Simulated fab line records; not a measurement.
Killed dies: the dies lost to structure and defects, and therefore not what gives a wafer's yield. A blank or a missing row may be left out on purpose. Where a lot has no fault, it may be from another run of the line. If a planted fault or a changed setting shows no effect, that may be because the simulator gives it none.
fab line records	flow n5-finfet
record: lots: 6	wafers: 16	last-day: 17
route steps=1938 shown BEOL_M5@1182 BEOL_M6@1194 PASSIVATION@1936
lots untouched by any fault: they come from a run of this same line in which no faults occurred
start-h: the number of hours between the record's first day and the start of the first shown wafer of the lot	wait-h: time in hours since the lot's previous step	" the same as in the row above	L1.1+2: a row that stands for several wafers	- either no value or no given start	* or withheld: withheld	< > ~ a bound
route shown NAME@n: NAME is a module with steps in the file, n the number in the route of the first one	usual: the fault-free wafers' mean and standard deviation	same: alike in all rows	chamber/n: place in a boat	sites: the reading at each site	_std_site: how widely they spread, as a standard deviation	_edge_site: outer sites' mean less inner sites'	radius-mm: how far each site lies from the wafer's centre	mask NAME#n: copy n	behind: the tool/chamber that last shaped the wafer	hold: the reason the lot was held/the length of the hold in hours/how it ended	device: which transistor (n, p or np) failed to switch	end of line: the route-end tests of the same wafers	a step with no rows: only its recipe	killed: not the wafer's yield, but the dies lost to structure and defects at the first sort	map: a wafer's dies, marking killed ones x, the rest . and places with no die _
set.NAME: the run value of the setting; set.NAME@STEP: its run value at that earlier step	model.NAME: the simulator's own value behind a step, which no gauge read
lots at selected steps of the route; one table per step, one row per wafer
services: a tool's chamber out of use, with start hour (start-h, from the record's first day; less than 0 if before it), hours out, and reason
== steps ==
step: N5_BEOL_M5_ANNEAL_89
recipe: temp-c: 400	time-s: 1800	ambient: vacuum
step: N5_BEOL_M5_SPUTTER_90
recipe: material: Cu	target-thk-a: 45	temp-c: -20	chamber-pressure-pa: 0.07	power-w: withheld	time-s: 8.29
step: N5_BEOL_M5_ECD_50
recipe: material: Cu	target-thk-a: 3000
step: N5_BEOL_M5_ANNEAL_51
recipe: temp-c: 225	time-s: 90	ambient: N2
step: N5_BEOL_M5_CMP_52
recipe: stop-on: SiCOH_lowk	t-overpolish-s: 6.9	down-force-psi: 1	platen-rpm: 50	clearing-platen-down-force-psi: 1.5	clearing-platen-rpm: 50	post-cmp-clean: cu-alkaline	target-thk-nm: 62	clearing-platen-pad-velocity-m-s: 0.99484	pad-velocity-m-s: 0.99484
step: N5_BEOL_M5_THK_MEAS_53
recipe: thk-meas-gauge: xrf	reads: Cu_of_BEOL_M5_ECD_50
usual: M5_THK: 63.0/2.6
lot.wafer	tool	chamber	start-h	wait-h	M5_THK[nm]
L123.2	film-metro-01	-	207.15	-	63.9
L123.3	"	-	"	"	64.9
L123.6	"	-	"	"	65.0
L126.1	film-metro-01	-	220.60	-	58.6
L126.3	"	-	"	"	62.9
L126.6	"	-	"	"	62.3
L139.4	film-metro-02	-	304.63	-	64.0
L139.6	"	-	"	"	66.8
L140.3	film-metro-01	-	310.35	-	60.0
L140.6	"	-	"	"	60.4
L142.1	film-metro-01	-	312.75	-	63.1
L142.4	"	-	"	"	65.5
L142.6	"	-	"	"	63.8
L143.4	film-metro-01	-	327.72	-	62.2
L143.5	"	-	"	"	58.8
L143.6	"	-	"	"	64.4
step: N5_BEOL_M5_PRE_CLEAN_77
recipe: gas: NH3/H2	time-s: 15	temp-c: *	rf-power-w: 300
step: N5_BEOL_M5_CO_CAP_78
recipe: material: Co	target-thk-a: 20	temp-c: 200	precursor: CCTBA/H2	pressure-torr: 30	time-s: 102.1
usual: heater-power-outer-w: 125/14	heater-power-w: 238/23
lot.wafer	tool	chamber	start-h	wait-h	heater-power-outer-w	heater-power-w
L123.2	cvd-co-02	1	207.23	0.0	120	233
L123.3	"	0	"	"	133	258
L123.6	"	0	"	"	135	255
L126.1	cvd-co-02	2	220.68	0.0	120	222
L126.3	"	1	"	"	126	228
L126.6	"	1	"	"	124	235
L139.4	cvd-co-01	0	304.74	0.0	120	225
L139.6	"	2	"	"	106	222
L140.3	cvd-co-02	2	310.43	0.0	114	229
L140.6	"	2	"	"	120	228
L142.1	cvd-co-01	0	312.83	0.0	116	225
L142.4	"	1	"	"	147	281
L142.6	"	0	"	"	117	222
L143.4	cvd-co-02	0	327.83	0.0	132	254
L143.5	"	2	"	"	119	224
L143.6	"	1	"	"	127	234
step: N5_BEOL_M5_PRE_CLEAN_55
recipe: gas: NH3	time-s: 15	temp-c: withheld	rf-power-w: 300
step: N5_BEOL_M5_DEP_56
recipe: material: SiCN	target-thk-a: 80	temp-c: withheld	precursor: 3MS/NH3	pressure-torr: 3	rf-w: 202	time-s: 14
usual: showerhead-plenum-p-Torr: 3.660/0.016	showerhead-vpp-V: 886/40	throttle-valve-pct: 8.8/0.43
lot.wafer	tool	chamber	start-h	wait-h	showerhead-plenum-p-Torr	showerhead-vpp-V	throttle-valve-pct
L123.2	pecvd-01	1	207.36	0.0	3.646	846	9.0
L123.3	"	1	"	"	3.646	825	9.1
L123.6	"	1	"	"	3.635	828	9.3
L126.1	pecvd-03	0	220.80	0.0	3.691	897	8.7
L126.3	"	1	"	"	3.672	865	8.2
L126.6	"	0	"	"	3.680	886	8.8
L139.4	pecvd-01	1	304.84	0.0	3.642	824	9.3
L139.6	"	0	"	"	3.664	868	9.0
L140.3	pecvd-02	2	310.54	0.0	3.635	890	8.8
L140.6	"	1	"	"	3.660	879	8.9
L142.1	pecvd-03	0	312.95	0.0	3.686	917	9.0
L142.4	"	0	"	"	3.687	904	8.9
L142.6	"	1	"	"	3.673	873	8.3
L143.4	pecvd-01	2	327.93	0.0	3.644	972	8.5
L143.5	"	0	"	"	3.656	857	8.9
L143.6	"	1	"	"	3.651	819	9.0
step: N5_BEOL_M5_RS_MEAS_57
recipe: thk-meas-gauge: four-point-probe	reads: Co_of_BEOL_M5_CO_CAP_78+Cu_of_BEOL_M5_ECD_50+Co_of_BEOL_M5_CVD_47+TaN_of_BEOL_M5_ALD_86
usual: M5_RS: 0.389/0.019
lot.wafer	tool	chamber	start-h	wait-h	M5_RS[ohm/sq]
L123.2	film-metro-01	-	207.44	0.1	0.385
L123.3	"	-	"	"	0.375
L123.6	"	-	"	"	0.373
L126.1	film-metro-01	-	220.86	0.0	0.420
L126.3	"	-	"	"	0.384
L126.6	"	-	"	"	0.390
L139.4	film-metro-02	-	304.89	0.0	0.383
L139.6	"	-	"	"	0.367
L140.3	film-metro-02	-	310.61	0.1	0.413
L140.6	"	-	"	"	0.407
L142.1	film-metro-02	-	313.01	0.0	0.384
L142.4	"	-	"	"	0.371
L142.6	"	-	"	"	0.380
L143.4	film-metro-02	-	327.98	0.0	0.395
L143.5	"	-	"	"	0.423
L143.6	"	-	"	"	0.380
step: N5_BEOL_M5_INSPECT_58
recipe: inspect-instrument: darkfield	mode: post-dep
usual: raw-defect-count: 79/27
lot.wafer	tool	chamber	start-h	wait-h	raw-defect-count
L123.2	defect-inspect-02	-	207.47	0.0	96
L123.3	"	-	"	"	74
L123.6	"	-	"	"	74
L126.1	defect-inspect-02	-	220.89	0.0	69
L126.3	"	-	"	"	77
L126.6	"	-	"	"	70
L139.4	defect-inspect-01	-	304.91	0.0	63
L139.6	"	-	"	"	110
L140.3	defect-inspect-01	-	310.64	0.0	57
L140.6	"	-	"	"	101
L142.1	defect-inspect-02	-	313.04	0.0	89
L142.4	"	-	"	"	88
L142.6	"	-	"	"	138
L143.4	defect-inspect-01	-	328.01	0.0	44
L143.5	"	-	"	"	65
L143.6	"	-	"	"	50
step: N5_BEOL_M6_ILD_DEP_00
recipe: material: SiCOH_lowk	target-thk-a: 1797.5	temp-c: 300	precursor: DEMS/porogen	pressure-torr: 5	rf-w: 500	time-s: 33.4
usual: heater-power-outer-w: 141/32	heater-power-w: 297/45	showerhead-plenum-p-Torr: 5.731/0.02	showerhead-vpp-V: 1377/55	throttle-valve-pct: 14.0/0.78
lot.wafer	tool	chamber	start-h	wait-h	heater-power-outer-w	heater-power-w	showerhead-plenum-p-Torr	showerhead-vpp-V	throttle-valve-pct	model.SiCOH_lowk_of_BEOL_M6_ILD_DEP_00.thk-nm
L123.2	pecvd-01	1	207.50	0.0	130	281	5.723	1320	13.7	181.8
L123.3	"	1	"	"	130	274	5.709	1295	14.2	184
L123.6	"	1	"	"	135	287	5.726	1302	13.9	183.2
L126.1	pecvd-04	1	220.93	0.0	161	341	5.768	1413	13.7	175.6
L126.3	"	2	"	"	90	253	5.707	1398	13.6	178.2
L126.6	"	1	"	"	167	343	5.776	1419	13.9	179
L139.4	pecvd-04	1	304.97	0.1	171	354	5.761	1399	13.5	177.4
L139.6	"	0	"	"	157	276	5.729	1320	15.7	157.6
L140.3	pecvd-04	0	310.67	0.0	163	278	5.718	1345	15.7	157.4
L140.6	"	0	"	"	168	288	5.722	1333	15.9	159
L142.1	pecvd-01	0	313.08	0.0	149	283	5.733	1349	13.4	175
L142.4	"	2	"	"	206	416	5.729	1524	13.0	180.2
L142.6	"	0	"	"	151	286	5.721	1386	13.7	177
L143.4	pecvd-02	0	328.06	0.1	141	336	5.751	1328	14.7	183
L143.5	"	2	"	"	132	297	5.696	1429	13.2	180.2
L143.6	"	1	"	"	109	252	5.737	1376	13.7	186.8
step: N5_BEOL_M6_CURE_74
recipe: temp-c: 385	time-s: 240	ambient: He/Ar	material: SiCOH_lowk
step: N5_BEOL_M6_THK_MEAS_01
recipe: reads: SiCOH_lowk_of_BEOL_M6_ILD_DEP_00
usual: M6_ILD_THK: 154.8/2.3
lot.wafer	tool	chamber	start-h	wait-h	M6_ILD_THK[nm]
L123.2	film-metro-01	-	208.10	0.4	156.8
L123.3	"	-	"	"	158.9
L123.6	"	-	"	"	158.0
L126.1	film-metro-01	-	221.50	0.4	151.3
L126.3	"	-	"	"	153.6
L126.6	"	-	"	"	154.4
L139.4	film-metro-02	-	305.53	0.2	152.9
L139.6	"	-	"	"	135.7
L140.3	film-metro-01	-	311.73	0.5	135.6
L140.6	"	-	"	"	137.1
L142.1	film-metro-01	-	313.65	0.4	150.9
L142.4	"	-	"	"	155.3
L142.6	"	-	"	"	152.8
L143.4	film-metro-01	-	328.62	0.2	158.0
L143.5	"	-	"	"	155.4
L143.6	"	-	"	"	161.1
step: N5_BEOL_M6_PECVD_70
recipe: material: SiO2	target-thk-a: 200	temp-c: 400	precursor: TEOS/O2	pressure-torr: 5.5	rf-w: 450	teos-flow-sccm: 53.8	gas: O2	flow-sccm: 3000	time-s: 22.7
usual: heater-power-outer-w: 428/54	heater-power-w: 711/75	showerhead-plenum-p-Torr: 8.73/0.069	showerhead-vpp-V: 1307/62	throttle-valve-pct: 22.3/1.1
lot.wafer	tool	chamber	start-h	wait-h	heater-power-outer-w	heater-power-w	showerhead-plenum-p-Torr	showerhead-vpp-V	throttle-valve-pct
L123.2	pecvd-02	0	208.14	0.0	437	798	8.82	1251	23.9
L123.3	"	1	"	"	449	718	8.75	1292	22.2
L123.6	"	2	"	"	404	717	8.63	1316	21.3
L126.1	pecvd-02	2	221.54	0.0	350	648	8.62	1328	21.2
L126.3	"	0	"	"	443	779	8.79	1252	23.9
L126.6	"	0	"	"	445	777	8.82	1272	24.0
L139.4	pecvd-02	1	305.58	0.1	374	660	8.79	1307	22.1
L139.6	"	2	"	"	419	717	8.61	1322	21.2
L140.3	pecvd-02	2	311.77	0.0	380	678	8.64	1349	21.6
L140.6	"	0	"	"	446	765	8.80	1254	24.2
L142.1	pecvd-01	0	313.69	0.0	437	658	8.73	1278	22.1
L142.4	"	2	"	"	528	865	8.72	1432	21.0
L142.6	"	0	"	"	418	651	8.78	1299	22.2
L143.4	pecvd-01	1	328.68	0.1	443	735	8.67	1253	23.1
L143.5	"	2	"	"	515	815	8.70	1438	21.2
L143.6	"	0	"	"	403	608	8.75	1266	22.2
step: N5_BEOL_M6_HM_DEP_02
recipe: material: TiN	target-thk-a: 200	temp-c: 25	chamber-pressure-pa: 0.49996
step: N5_BEOL_M6_COAT_59
recipe: resist: SOC	temp-c: 250	time-s: 60	spin-rpm: 1500	resist-thk-nm: 100
step: N5_BEOL_M6_COAT_60
recipe: resist: SiARC	temp-c: 220	time-s: 60	spin-rpm: 1500	resist-thk-nm: 35
step: N5_BEOL_M6_COAT_05
recipe: resist: CAR-ArF	spin-rpm: 1500	resist-thk-nm: 90
step: N5_BEOL_M6_EBR_07
recipe: solvent: PGMEA	ebr-width-mm: 1.5
step: N5_BEOL_M6_SOFTBAKE_06
recipe: temp-c: 110	time-s: 60	resist: CAR-ArF
step: N5_BEOL_M6_EXPOSE_08
recipe: mask-id: M6	na: 1.35	source-shape: dipole	sigma-inner: 0.817	sigma-outer: 0.97	polarization: te	dose-mj: 68.25
step: N5_BEOL_M6_PEB_09
recipe: peb-temp-c: withheld	peb-time-s: 60	resist: CAR-ArF
step: N5_BEOL_M6_DEVELOP_10
recipe: develop-time-s: 30	developer: TMAH	resist: CAR-ArF	rinse-liquid: diw	dry: air-spin	dev-temp-c: 23
step: N5_BEOL_M6_CD_MEAS_11
recipe: target-cd-nm: 38.5	landing-energy-ev: 500	detector: se-inlens	polarity: opening
usual: cd-nm: 38.7/0.64
lot.wafer	tool	chamber	start-h	wait-h	cd-nm
L123.2	cd-sem-02	0	209.22	-	39.6
L123.3	"	0	"	"	38.7
L123.6	"	0	"	"	40.1
L126.1	cd-sem-01	0	223.00	-	38.2
L126.3	"	0	"	"	39.2
L126.6	"	0	"	"	38.8
L139.4	cd-sem-03	0	308.38	-	39.4
L139.6	"	0	"	"	38.2
L140.3	cd-sem-01	0	314.14	-	38.6
L140.6	"	0	"	"	37.9
L142.1	cd-sem-02	0	314.68	-	39.4
L142.4	"	0	"	"	39.4
L142.6	"	0	"	"	38.4
L143.4	cd-sem-01	0	329.28	-	38.6
L143.5	"	0	"	"	38.4
L143.6	"	0	"	"	38.9
step: N5_BEOL_M6_OVL_MEAS_12
recipe: points-per-wafer: 44
usual: M6_OVL: -0.1/0.7
lot.wafer	tool	chamber	start-h	wait-h	M6_OVL[nm]
L123.2	overlay-02	0	209.25	0.0	0.3
L123.3	"	0	"	"	1.5
L123.6	"	0	"	"	-0.3
L126.1	overlay-02	0	223.03	0.0	0.5
L126.3	"	0	"	"	0.4
L126.6	"	0	"	"	0.7
L139.4	overlay-02	0	308.41	0.0	0.1
L139.6	"	0	"	"	0.1
L140.3	overlay-01	0	314.17	0.0	0.1
L140.6	"	0	"	"	-0.1
L142.1	overlay-01	0	314.71	0.0	0.0
L142.4	"	0	"	"	0.9
L142.6	"	0	"	"	-0.1
L143.4	overlay-02	0	329.31	0.0	0.4
L143.5	"	0	"	"	-0.3
L143.6	"	0	"	"	0.4
step: N5_BEOL_M6_INSPECT_13
recipe: mode: adi	inspect-instrument: brightfield
usual: raw-defect-count: 459/110
lot.wafer	tool	chamber	start-h	wait-h	raw-defect-count
L123.2	defect-inspect-02	-	209.27	0.0	491
L123.3	"	-	"	"	635
L123.6	"	-	"	"	495
L126.1	defect-inspect-01	-	223.05	0.0	571
L126.3	"	-	"	"	417
L126.6	"	-	"	"	427
L139.4	defect-inspect-01	-	308.44	0.0	390
L139.6	"	-	"	"	405
L140.3	defect-inspect-01	-	314.19	0.0	284
L140.6	"	-	"	"	525
L142.1	defect-inspect-02	-	314.73	0.0	388
L142.4	"	-	"	"	675
L142.6	"	-	"	"	724
L143.4	defect-inspect-02	-	329.34	0.0	487
L143.5	"	-	"	"	458
L143.6	"	-	"	"	355
step: N5_BEOL_M6_DESCUM_16
recipe: chemistry: O2	time-s: 7.9	source-power-w: 50	bias-power-w: 20	pressure-mtorr: 20	rf-frequency-hz: 2.712e+07	temp-c: 40	resist: CAR-ArF	o2-flow-sccm: 225
step: N5_BEOL_M6_ETCH_61
recipe: chemistry: CF4	target: SiARC	target-depth-a: 455	mask-material: CAR-ArF	time-s: 75.8	ion-energy-ev: 80	pressure-mtorr: 40	source-w: 545	bias-w: 36	Ar_flow_sccm: 100	cf4-flow-sccm: 100	ends: cleared
step: N5_BEOL_M6_ETCH_62
recipe: chemistry: N2/H2	target: SOC	target-depth-a: 1100	overetch-a: 220	mask-material: SiARC	temp-c: 40	time-s: 165	ion-energy-ev: 200	pressure-mtorr: 30	source-w: 840	bias-w: 150	n2-flow-sccm: 200	h2-flow-sccm: 200
step: N5_BEOL_M6_STRIP_68
recipe: chemistry: N2/H2	temp-c: 40	n2-flow-sccm: 200	h2-flow-sccm: 200	rf-frequency-hz: 6e+07
step: N5_BEOL_M6_STRIP_67
recipe: chemistry: CF4	resist: SiARC	power-w: 300	bias-power-w: 75	pressure-mtorr: 50	cf4-flow-sccm: 150	rf-frequency-hz: 6e+07
usual: drypump-motor-current-A: 5.6/0.36	oes-product-au: 0.80/0.086	rf-vpp-V: 271.0/1.4	showerhead-plenum-p-Torr: 1.78/0.049	throttle-valve-pct: 13.47/0.27
lot.wafer	tool	chamber	start-h	wait-h	drypump-motor-current-A	oes-product-au	rf-hours-counter-h	rf-vpp-V	showerhead-plenum-p-Torr	throttle-valve-pct
L123.2	rie-diel-01	2	209.54	0.0	5.9	0.92	19	268.9	1.76	13.26
L123.3	"	3	"	"	5.3	0.70	197	272.3	1.84	13.65
L123.6	"	2	"	"	5.9	0.91	-	270.7	1.76	13.27
L126.1	rie-diel-01	1	223.32	0.0	5.7	0.81	75	271.6	1.82	13.09
L126.3	"	3	"	"	5.3	0.69	201	272.6	1.84	13.67
L126.6	"	2	"	"	5.9	0.91	-	269.8	1.76	13.26
L139.4	rie-diel-01	3	308.80	0.0	5.3	0.68	-	271.4	1.83	13.73
L139.6	"	1	"	"	5.7	0.80	-	271.0	1.81	13.15
L140.3	rie-diel-01	2	314.49	0.0	5.9	0.86	56	269.6	1.75	13.36
L140.6	"	3	"	"	5.3	0.68	-	273.4	1.83	13.73
L142.1	rie-diel-01	3	315.04	0.0	5.3	0.67	233	272.8	1.83	13.75
L142.4	"	0	"	"	5.8	0.96	3	273.3	1.92	13.31
L142.6	"	3	"	"	5.3	0.67	-	270.8	1.83	13.75
L143.4	rie-diel-01	2	329.60	0.0	5.9	0.84	62	271.6	1.75	13.37
L143.5	"	0	"	"	5.7	0.94	-	272.8	1.92	13.33
L143.6	"	1	"	"	5.7	0.77	-	270.4	1.80	13.18
step: N5_BEOL_M6_HM_OPEN_17
recipe: chemistry: Cl2/BCl3	target-depth-a: 200	overetch-a: 60	target: TiN	mask-material: SOC	ion-energy-ev: 150	pressure-mtorr: 10	icp-w: 1000	bias-w: 126	Cl2_flow_sccm: 53.25	bcl3-flow-sccm: 21.75	Ar_flow_sccm: 25
step: N5_BEOL_M6_STRIP_19
recipe: chemistry: O2	power-w: 400	temp-c: 40	pressure-mtorr: 30	rf-frequency-hz: 6e+07	bias-power-w: 0	overash-fraction: 0.2	o2-flow-sccm: 225
usual: drypump-motor-current-A: 5.6/0.38	oes-product-au: 0.80/0.088	rf-vpp-V: 3.6/0.56	showerhead-plenum-p-Torr: 2.06/0.055	throttle-valve-pct: 16.54/0.27
lot.wafer	tool	chamber	start-h	wait-h	drypump-motor-current-A	oes-product-au	rf-hours-counter-h	rf-vpp-V	showerhead-plenum-p-Torr	throttle-valve-pct
L123.2	rie-diel-01	2	209.69	0.1	5.9	0.92	19	4.4	2.06	16.38
L123.3	"	3	"	"	5.3	0.70	197	3.8	2.18	16.78
L123.6	"	0	"	"	5.7	0.70	-	3.3	1.98	16.71
L126.1	rie-diel-03	1	223.63	0.2	5.1	0.88	26	4.0	2.13	16.51
L126.3	"	0	"	"	6.4	0.70	200	3.5	2.07	16.80
L126.6	"	3	"	"	5.4	0.67	-	4.9	2.07	17.20
L139.4	rie-diel-03	1	309.26	0.4	5.1	0.81	57	3.8	2.12	16.55
L139.6	"	3	"	"	5.4	0.93	-	3.8	2.06	16.75
L140.3	rie-diel-01	0	314.76	0.2	5.8	0.97	2	3.2	2.23	16.35
L140.6	"	2	"	"	5.9	0.86	-	3.8	2.05	16.43
L142.1	rie-diel-04	2	315.26	0.2	5.5	0.77	112	3.1	2.03	16.49
L142.4	"	3	"	"	4.9	0.72	205	3.4	1.97	16.69
L142.6	"	2	"	"	5.5	0.78	-	5.5	2.03	16.50
L143.4	rie-diel-04	1	329.76	0.1	5.4	0.82	87	4.0	2.03	16.66
L143.5	"	1	"	"	5.4	0.82	-	3.7	2.03	16.65
L143.6	"	0	"	"	6.1	0.94	-	2.7	2.03	16.33
step: N5_BEOL_M6_CD_MEAS_18
recipe: pitch-nm: 80	target-cd-nm: 40
usual: cd-nm: 40.3/0.71
lot.wafer	tool	chamber	start-h	wait-h	cd-nm
L123.2	cd-sem-01	-	209.76	0.1	40.6
L123.3	"	-	"	"	40.3
L123.6	"	-	"	"	40.8
L126.1	cd-sem-03	-	223.70	0.0	40.9
L126.3	"	-	"	"	41.7
L126.6	"	-	"	"	39.8
L139.4	cd-sem-01	-	309.34	0.1	40.8
L139.6	"	-	"	"	40.6
L140.3	cd-sem-03	-	314.83	0.1	39.2
L140.6	"	-	"	"	39.4
L142.1	cd-sem-02	-	315.33	0.0	41.2
L142.4	"	-	"	"	40.6
L142.6	"	-	"	"	40.0
L143.4	cd-sem-02	-	329.83	0.1	39.8
L143.5	"	-	"	"	40.3
L143.6	"	-	"	"	41.1
step: N5_BEOL_M6_COAT_63
recipe: resist: SOC	temp-c: 250	time-s: 60	spin-rpm: 1500	resist-thk-nm: 60
step: N5_BEOL_M6_COAT_64
recipe: resist: SiARC	temp-c: 220	time-s: 60	spin-rpm: 1500	resist-thk-nm: 12
step: N5_BEOL_M6_COAT_71
recipe: resist: underlayer	temp-c: 205	time-s: 60	spin-rpm: 1500	resist-thk-nm: 5
step: N5_BEOL_M6_COAT_22
recipe: resist: CAR-EUV	spin-rpm: 1500	resist-thk-nm: 30
step: N5_BEOL_M6_EBR_24
recipe: solvent: PGMEA	ebr-width-mm: 1.5
step: N5_BEOL_M6_SOFTBAKE_23
recipe: temp-c: 110	time-s: 60	resist: CAR-EUV
step: N5_BEOL_M6_CMP_52
recipe: stop-on: SiCOH_lowk	t-overpolish-s: 6.9	down-force-psi: 1	platen-rpm: 50	clearing-platen-down-force-psi: 1.5	clearing-platen-rpm: 50	post-cmp-clean: cu-alkaline	target-thk-nm: 80	clearing-platen-pad-velocity-m-s: 0.99484	pad-velocity-m-s: 0.99484
usual: motor-current-A: 6.4/0.78
lot.wafer	tool	chamber	start-h	wait-h	motor-current-A	model.SiCOH_lowk_of_BEOL_M6_ILD_DEP_00.thk-nm
L123.2	cmp-01	2	215.72	0.2	6.4	153.8
L123.3	"	1	"	"	6.2	155.8
L123.6	"	2	"	"	6.6	155
L126.1	cmp-03	0	227.38	0.3	6.1	148.4
L126.3	"	1	"	"	5.4	150.8
L126.6	"	3	"	"	7.5	151.4
L139.4	cmp-02	0	312.86	0.2	6.9	149.8
L139.6	"	1	"	"	6.9	132.8
L142.1	cmp-02	2	319.32	0.3	6.9	147.8
L142.4	"	1	"	"	6.7	152.4
L142.6	"	3	"	"	6.2	149.6
L140.3	cmp-03	0	319.82	0.2	6.3	132.6
L140.6	"	1	"	"	5.0	134
L143.4	cmp-02	1	333.00	0.2	6.6	154.8
L143.5	"	2	"	"	7.1	152.4
L143.6	"	3	"	"	5.9	158.2
step: N5_PASSIVATION_PROBE_49
usual: defect-limited-yield: 91.1/1.4	killed_at_M0_to_M3: 36/9.9	killed_at_M4_up: 13/5.8	killed-at-contacts: 14/5.9	killed-at-front-end: 39/11	killed-at-other: 3.4/2.9	killed-dies: 105/17	killed-open: 70/13	killed-short: 34/7.3	sort_bin_5_function: 5.3/1	sort_bin_6_memory: 3.3/0.62	sort-n-pass: 1075/17	sort-yield-pct: 91.1/1.4
same: gross-dies: 1180	killed-at-back-side: 0	sort_bin_4_leakage[%]: 0	sort_bin_8_speed[%]: 0
lot.wafer	tool	chamber	start-h	wait-h	defect-limited-yield[%]	killed_at_M0_to_M3	killed_at_M4_up	killed-at-contacts	killed-at-front-end	killed-at-other	killed-dies	killed-open	killed-short	sort_bin_5_function[%]	sort_bin_6_memory[%]	sort-n-pass	sort-yield-pct[%]
L142.4	prober-02	-	404.89	0.2	91.7	32	7	11	45	3	98	56	42	5.1	2.8	1082	91.7
killed by level:class
L142.4 FIN_SAQP:geometric-particle:short=14 FIN_SAQP:geometric-particle:open=12 MOL_CONTACT_COAG:geometric-particle:open=8 BEOL_M0_SAQP:geometric-particle:open=8 BEOL_M0_SAQP:geometric-particle:short=6 STI_FIN_REVEAL:geometric-particle:open=5 BEOL_M3:geometric-particle:short=5 BEOL_M3:geometric-particle:open=4
== services ==
tool	chamber	start-h	hours	kind
rie-diel-03	1	188.21	2.4	repair
cvd-co-02	-	189.79	0.3	repair
cmp-01	-	199.65	4.0	pm
rie-diel-01	1	202.82	3.8	repair
pecvd-04	-	205.06	9.1	repair
cvd-co-02	-	214.59	2.8	pm
rie-diel-04	3	218.89	32.8	repair
pecvd-02	1	221.97	20.4	repair
rie-diel-01	-	236.60	0.2	repair
cmp-02	-	243.74	0.9	repair
cmp-01	-	248.64	0.6	repair
cmp-03	-	250.05	1.6	repair
cmp-01	-	251.86	0.9	repair
cmp-02	-	260.57	4.2	pm
pecvd-03	0	262.05	7.4	repair
cvd-co-01	-	265.04	2.8	pm
pecvd-03	2	266.43	2.0	repair
cmp-01	-	270.30	3.7	repair
cmp-02	-	281.29	4.0	pm
rie-diel-01	0	293.81	-	clean
cmp-03	-	293.91	4.0	pm
pecvd-04	-	303.32	1.0	repair
cmp-03	-	314.87	4.0	pm
pecvd-04	-	319.57	2.8	pm
== key ==
first-sign: step: N5_BEOL_M6_THK_MEAS_01	reading: M6_ILD_THK	direction: down	sigmas: 8.1	usual: 154.8	struck: 136.1
effect none on later readings
model-effect: step: N5_BEOL_M6_ILD_DEP_00	value: SiCOH_lowk_of_BEOL_M6_ILD_DEP_00.thk-nm	without: 180.5	struck: 158
model-effect: step: N5_BEOL_M6_CMP_52	value: SiCOH_lowk_of_BEOL_M6_ILD_DEP_00.thk-nm	without: 152.6	struck: 133.1
met-at N5_BEOL_M6_ILD_DEP_00
struck-wafers L139.6,L140.3,L140.6
onset-between 220.93 304.97
fault: kind: process-parameter-drift	tool: pecvd-04	chamber: -	onset-h: 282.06	steps: N5_BEOL_M6_ILD_DEP_00	channel: time-s	offset: *	shape: step	end-h: 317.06	scope: struck-wafers-only	acts-in: *	stated: *
